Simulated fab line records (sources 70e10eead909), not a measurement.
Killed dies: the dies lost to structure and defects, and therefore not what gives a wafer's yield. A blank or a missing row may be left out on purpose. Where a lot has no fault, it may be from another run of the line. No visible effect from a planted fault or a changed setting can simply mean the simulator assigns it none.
fab line records | flow nand-harc
record: lots: 14 wafers: 42 last-day: 24
route steps=1159 shown A_STAIRCASE@693
lots that met no fault: from a run of the same line without faults
start-h: start of the lot's first displayed wafer, in hours after the record's first day | wait-h: hours since the lot's step before | " unchanged from the row above | L1.1+2: one row covering several wafers at once | - no value, or no start was given | * or withheld: withheld | < > ~ a bound
route shown NAME@n: a module of which the file shows steps, and the number in the route of the first | usual: average and standard deviation across the fault-free wafers | same: alike in all rows | chamber/n: place in a boat | sites: each site's reading | _std_site: standard deviation of those values | _edge_site: the outer-site mean with the inner-site mean subtracted | radius-mm: for every site, how far away it sits from the centre of the wafer | mask NAME#n: copy n | behind: the most recent tool/chamber to have shaped the wafer | hold: what put the lot on hold/how long, in hours/how the hold closed | device: which transistor (n, p or np) failed to switch | end of line: the route-end tests of the same wafers | where a step has no rows: the recipe by itself | killed: count of dies lost to structure and defects at first sort (not the wafer's yield) | map: a wafer's dies, marking killed ones x, the rest . and places with no die _
set.NAME: the setting that was run; set.NAME@STEP: the one run at that earlier step | model.NAME: the simulator's own value behind a step, which no gauge read
route steps across a sampled set of lots; one table per step, one row per wafer
services: when a tool's chamber went out of use (start-h, in hours from the record's first day, below 0 if earlier), for how many hours, and the reason
== steps ==
step: NHARC_A_STAIRCASE_STRIP_316
recipe: o2-flow-sccm: 500 ar-flow-sccm: 0 bias-w: 0 chemistry: O2
usual: drypump-motor-current-A: 6.0/0.37 oes-product-au: 1.002/0.0092 rf-vpp-V: 57.7/0.97 showerhead-plenum-p-Torr: 3.58/0.17 throttle-valve-pct: 17.035/0.0088
columns lot.wafer tool chamber start-h wait-h drypump-motor-current-A oes-product-au rf-hours-counter-h rf-vpp-V showerhead-plenum-p-Torr throttle-valve-pct
L346.4 rie-diel-10 3 - - 5.9 0.993 - 57.5 3.28 17.047
L346.6 " 0 " " 6.2 1.004 - 57.0 3.72 17.035
L346.5 " 1 " " 5.7 1.001 - 58.3 3.79 17.046
L348.3 rie-diel-06 1 - - 6.0 1.006 9 57.2 3.80 17.026
L348.6 " 1 " " 6.0 1.015 - 59.1 3.80 17.035
L348.5 " 2 " " 5.5 1.008 - 57.7 3.60 17.025
L347.1 rie-diel-10 1 - - 5.7 0.988 39 58.3 3.79 17.033
L347.6 " 0 " " 6.2 0.995 - 58.0 3.71 17.045
L347.5 " 1 " " 5.7 0.992 - 58.5 3.79 17.032
L351.1 rie-diel-10 2 - - 6.4 1.001 31 57.1 3.63 17.020
L351.2 " 0 " " 6.2 1.003 32 59.5 3.71 17.038
L351.6 " 1 " " 5.7 0.992 - 57.4 3.78 17.036
L353.4 rie-diel-10 0 - - 6.2 0.995 33 58.6 3.71 17.022
L353.1 " 1 " " 5.7 0.996 43 57.5 3.78 17.029
L353.2 " 2 " " 6.4 0.996 32 57.6 3.63 17.042
L355.4 rie-diel-10 0 - - 6.2 1.000 44 58.7 3.70 17.041
L355.6 " 1 " " 5.7 0.998 - 59.5 3.78 17.028
L355.5 " 2 " " 6.4 0.998 - 58.0 3.63 17.036
L357.4 rie-diel-10 1 - - 5.7 0.990 59 59.9 3.77 17.034
L357.2 " 3 " " 5.9 1.013 54 56.7 3.26 17.022
L357.6 " 0 " " 6.2 1.001 - 59.4 3.70 17.030
L361.4 rie-diel-02 3 - - 6.4 1.005 2 56.8 3.55 17.049
L361.6 " 2 " " 5.2 1.002 - 56.4 3.47 17.020
L361.5 " 3 " " 6.4 1.015 - 58.5 3.55 17.035
L364.1 rie-diel-10 2 - - 6.4 0.997 1 56.9 3.62 17.034
L364.2 " 3 " " 6.0 1.006 1 58.0 3.81 17.034
L364.5 " 2 " " 6.4 0.985 - 57.0 3.62 17.052
L365.3 rie-diel-02 3 - - 6.4 1.007 14 57.9 3.54 17.029
L365.4 " 0 " " 6.0 1.002 15 57.8 3.36 17.015
L365.1 " 1 " " 5.4 1.012 14 56.8 3.41 17.025
L366.1 rie-diel-02 0 - - 6.1 0.997 17 58.1 3.36 17.026
L366.2 " 1 " " 5.4 1.000 15 57.5 3.41 17.048
L366.4 " 2 " " 5.2 1.005 14 57.7 3.46 17.033
L368.1 rie-diel-10 1 - - 5.7 1.016 7 58.3 3.77 17.053
L368.2 " 3 " " 6.0 1.003 2 57.5 3.81 17.033
L368.6 " 1 " " 5.7 1.014 - 58.4 3.76 17.029
L367.4 rie-diel-06 1 - - 6.0 1.008 53 58.6 3.78 17.033
L367.3 " 2 " " 5.5 1.022 48 60.4 3.57 17.046
L367.6 " 0 " " 6.5 0.990 - 56.6 3.46 17.029
L369.1 rie-diel-10 1 - - 5.7 1.018 13 58.2 3.76 17.039
L369.2 " 2 " " 6.4 0.986 17 57.5 3.61 17.037
L369.4 " 3 " " 5.9 1.002 11 56.2 3.80 17.043
step: NHARC_A_STAIRCASE_ALD_415
recipe: target-thk-a: 300 pulse-time-s: 6 ald-cycles: 300 temp-c: 300 material: SiO2
usual: heater-power-w: 492/52 precursor-pulse-height-rel: 1.000/0.02
columns lot.wafer tool chamber start-h wait-h heater-power-w precursor-pulse-height-rel
L346.4 ald-hk-01 3 260.74 0.1 414 0.987
L346.6 " 3 " " 412 0.962
L346.5 " 0 " " 470 0.984
L348.3 ald-hk-01 1 278.45 0.8 557 0.990
L348.5 " 2 " " 494 1.012
L348.6 " 3 " " 421 1.004
L347.1 ald-hk-04 2 281.75 0.3 523 1.049
L347.6 " 1 " " 597 1.006
L347.5 " 2 " " 508 1.007
L351.1 ald-hk-04 1 289.23 0.3 598 1.040
L351.2 " 2 " " 515 0.972
L351.6 " 0 " " 497 0.989
L353.1 ald-hk-01 2 290.84 0.1 501 1.025
L353.4 " 3 " " 418 1.034
L353.2 " 0 " " 472 1.013
L355.4 ald-hk-02 2 324.53 0.3 503 0.960
L355.5 " 1 " " 463 0.996
L355.6 " 2 " " 509 1.011
L357.4 ald-hk-04 0 332.63 1.6 497 0.999
L357.2 " 1 " " 579 0.988
L357.6 " 1 " " 590 0.984
L361.4 ald-hk-01 1 346.79 0.8 557 1.018
L361.6 " 2 " " 522 0.998
L361.5 " 3 " " 425 0.973
L364.2 ald-hk-02 1 366.16 0.1 471 1.017
L364.1 " 0 " " 414 0.972
L364.5 " 1 " " 461 0.984
L365.3 ald-hk-02 1 373.90 0.3 474 1.016
L365.1 " 2 " " 499 0.987
L365.4 " 3 " " 576 0.991
L366.2 ald-hk-01 1 383.25 0.1 569 1.010
L366.4 " 3 " " 428 0.972
L366.1 " 0 " " 476 1.020
L368.1 ald-hk-02 2 384.74 0.5 506 0.998
L368.2 " 3 " " 577 1.012
L368.6 " 1 " " 467 0.982
L367.3 ald-hk-02 0 388.60 0.1 427 1.006
L367.4 " 1 " " 463 1.006
L367.6 " 1 " " 472 0.979
L369.4 ald-hk-02 2 404.66 0.1 515 0.983
L369.2 " 3 " " 559 1.001
L369.1 " 0 " " 418 0.955
step: NHARC_A_STAIRCASE_PEB_439
recipe: peb-temp-c: 115 peb-time-s: 130
usual: chill-plate-temp-C: 22.98/0.12 exhaust-pa: 44.9/0.86
columns lot.wafer tool chamber start-h wait-h chill-plate-temp-C exhaust-pa
L346.4 litho-track-03 0 296.87 0.0 22.99 44.9
L346.5 " 0 " " 22.81 45.2
L346.6 " 0 " " 22.88 44.3
L347.1 litho-track-02 0 316.99 0.1 22.86 44.1
L347.5 " 0 " " 22.96 44.5
L347.6 " 0 " " 23.08 44.9
L348.3 litho-track-03 0 317.18 0.1 23.14 44.8
L348.5 " 0 " " 23.14 44.4
L348.6 " 0 " " 22.95 43.8
L353.1 litho-track-03 0 327.00 0.1 23.07 45.3
L353.2 " 0 " " 23.03 44.6
L353.4 " 0 " " 23.26 45.3
L351.1 litho-track-02 0 327.32 0.1 22.83 44.2
L351.2 " 0 " " 22.91 45.0
L351.6 " 0 " " 23.07 43.8
L357.2 litho-track-02 - 367.16 0.1 - -
L357.4 " - " " - -
L357.6 " - " " - -
L355.4 litho-track-03 - 367.33 0.0 - -
L355.5 " - " " - -
L355.6 " - " " - -
L361.4 litho-track-05 0 383.40 0.0 22.98 46.4
L361.5 " 0 " " 23.02 46.4
L361.6 " 0 " " 22.92 46.2
L364.1 litho-track-05 0 411.62 0.1 22.96 44.1
L364.2 " 0 " " 23.02 44.4
L364.5 " 0 " " 23.13 44.4
L365.1 litho-track-05 0 421.86 0.1 23.05 45.0
L365.3 " 0 " " 23.09 45.0
L365.4 " 0 " " 23.21 44.9
L368.1 litho-track-03 0 429.36 0.1 22.99 43.7
L368.2 " 0 " " 22.85 45.0
L368.6 " 0 " " 23.11 45.0
L367.3 litho-track-05 0 429.40 0.0 23.08 45.6
L367.4 " 0 " " 22.98 45.9
L367.6 " 0 " " 23.18 45.9
L366.1 litho-track-03 0 429.43 0.1 22.98 44.9
L366.2 " 0 " " 23.01 45.2
L366.4 " 0 " " 22.98 45.1
L369.1 litho-track-03 0 448.96 0.1 23.03 45.1
L369.2 " 0 " " 23.14 46.3
L369.4 " 0 " " 23.21 44.8
step: NHARC_A_STAIRCASE_ETCHBACK_157
recipe: target-depth-a: 900 over-etch-frac: 0.3 time-s: 167.14 ion-energy-ev: 120 ch3f-flow-sccm: 50 o2-flow-sccm: 30 ar-flow-sccm: 200 rf-w: 500 bias-w: 100 chemistry: CH3F/O2
usual: drypump-motor-current-A: 6.0/0.37 oes-product-au: 0.97/0.036 rf-vpp-V: 245.1/1.7 showerhead-plenum-p-Torr: 2.51/0.11 throttle-valve-pct: 20.664/0.0085
columns lot.wafer tool chamber start-h wait-h drypump-motor-current-A oes-product-au rf-hours-counter-h rf-vpp-V showerhead-plenum-p-Torr throttle-valve-pct
L346.4 rie-diel-10 2 301.36 0.1 6.4 0.98 36 244.4 2.53 20.657
L346.5 " 1 " " 5.7 1.00 - 246.8 2.64 20.652
L346.6 " 2 " " 6.4 0.99 - 244.3 2.53 20.676
L347.1 rie-diel-02 1 321.62 0.3 5.4 0.99 63 244.1 2.38 20.670
L347.5 " 2 " " 5.2 1.01 - 243.8 2.42 20.665
L347.6 " 3 " " 6.3 1.00 - 244.1 2.47 20.676
L348.3 rie-diel-10 3 322.03 0.2 5.9 0.99 50 240.5 2.27 20.655
L348.6 " 3 " " 5.9 1.00 - 242.6 2.27 20.659
L348.5 " 0 " " 6.2 1.00 - 246.3 2.58 20.663
L353.4 rie-diel-10 1 331.45 0.2 5.7 1.02 60 247.8 2.64 20.663
L353.1 " 2 " " 6.4 1.00 49 244.2 2.53 20.660
L353.2 " 3 " " 5.9 1.00 55 242.0 2.27 20.652
L351.1 rie-diel-10 0 332.16 0.2 6.2 0.95 49 246.3 2.58 20.656
L351.2 " 2 " " 6.4 0.98 49 246.8 2.53 20.660
L351.6 " 0 " " 6.2 0.97 - 245.2 2.58 20.675
L357.2 rie-diel-10 1 371.52 0.1 5.7 1.01 4 247.7 2.63 20.662
L357.6 " 2 " " 6.3 0.99 - 247.4 2.52 20.667
L357.4 " 0 " " 6.2 1.01 - 245.9 2.58 20.656
L355.4 rie-diel-10 0 372.39 0.2 6.2 1.00 - 247.2 2.58 20.666
L355.5 " 1 " " 5.7 1.01 - 248.0 2.63 20.662
L355.6 " 2 " " 6.4 0.98 - 245.0 2.52 20.667
L361.6 rie-diel-10 3 387.92 0.2 5.9 0.93 - 246.7 2.66 20.669
L361.5 " 0 " " 6.2 0.93 - 246.0 2.57 20.657
L361.4 " 2 " " 6.4 0.92 - 245.4 2.52 20.666
L364.1 rie-diel-10 2 416.07 0.2 6.4 0.92 19 245.0 2.52 20.651
L364.2 " 3 " " 5.9 0.91 13 246.3 2.65 20.665
L364.5 " 2 " " 6.4 0.92 - 245.8 2.52 20.660
L365.1 rie-diel-10 3 426.27 0.1 5.9 1.00 18 247.7 2.65 20.655
L365.3 " 0 " " 6.2 1.01 22 244.9 2.57 20.651
L365.4 " 2 " " 6.4 1.00 25 244.5 2.52 20.665
L367.3 rie-diel-02 3 434.19 0.3 6.3 1.00 34 245.5 2.46 20.663
L367.4 " 0 " " 6.0 0.97 40 244.4 2.33 20.666
L367.6 " 3 " " 6.4 0.99 - 244.6 2.46 20.668
L368.2 rie-diel-02 2 434.56 0.2 5.2 0.99 35 243.5 2.40 20.663
L368.1 " 0 " " 6.1 0.99 40 242.7 2.33 20.654
L368.6 " 3 " " 6.3 0.93 - 244.9 2.46 20.670
L366.4 rie-diel-02 1 436.23 0.2 5.4 0.91 36 244.7 2.36 20.675
L366.1 " 2 " " 5.2 0.92 35 242.2 2.40 20.667
L366.2 " 3 " " 6.4 0.94 34 243.7 2.46 20.665
L369.2 rie-diel-10 3 453.34 0.2 6.0 0.91 30 247.1 2.65 20.654
L369.4 " 1 " " 5.7 0.92 34 246.2 2.62 20.644
L369.1 " 2 " " 6.4 0.92 37 245.3 2.51 20.674
== services ==
columns tool chamber start-h hours kind
litho-track-05 - 237.00 7.0 pm
rie-diel-06 - 241.43 9.0 pm
rie-diel-10 0 259.12 - clean
rie-diel-10 1 259.12 - clean
rie-diel-10 2 259.12 - clean
rie-diel-10 3 259.12 - clean
ald-hk-04 - 268.88 1.3 repair
rie-diel-10 0 283.91 - clean
rie-diel-10 1 283.91 - clean
ald-hk-02 - 284.89 3.0 repair
rie-diel-10 - 310.41 0.8 repair
rie-diel-02 - 329.09 9.0 pm
litho-track-02 - 340.00 7.0 pm
rie-diel-10 - 353.53 9.0 pm
rie-diel-10 3 367.24 13.3 repair
ald-hk-04 - 375.84 0.8 repair
rie-diel-10 1 386.81 5.0 repair
litho-track-03 - 388.01 7.0 pm
rie-diel-06 - 390.24 1.4 repair
ald-hk-02 - 407.24 2.5 repair
litho-track-05 - 412.00 7.0 pm
rie-diel-06 - 418.43 9.0 pm
rie-diel-02 3 427.16 5.2 repair
rie-diel-10 0 438.69 3.4 repair
== key ==
first-sign: step: NHARC_A_STAIRCASE_PEB_439 reading: tool-record direction: missing
effect none on later readings
met-at NHARC_A_STAIRCASE_PEB_439
struck-lots L355,L357
later-rows-left-out L355.4,L355.5,L355.6,L357.2,L357.4,L357.6
sort-left-out L355.4,L355.5,L355.6,L357.2,L357.4,L357.6
tester-left-out L355,L357
not-acting-at NHARC_A_STAIRCASE_STRIP_316,NHARC_A_STAIRCASE_ALD_415,NHARC_A_STAIRCASE_ETCHBACK_157
onset-between 327.32 367.16
fault: kind: skipped-step-whole tool: litho-track-02,litho-track-03 chamber: - onset-h: 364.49 steps: NHARC_A_STAIRCASE_PEB_439 scope: struck-lots-only
tester-left-out: of these lots the tester's yield and bins aren't shown, on N5 and GAA mostly nor the transistor test; their killed dies are dies lost to structure and defects alone, not to doping, threshold or leakage, so they don't give the yield
sort-left-out: the simulated sort isn't trusted on such a fault, so these wafers' sort isn't shown, and their yield isn't known
later-rows-left-out: the simulator's readings of these wafers behind a module that went badly wrong aren't trusted and aren't shown, but for the sort
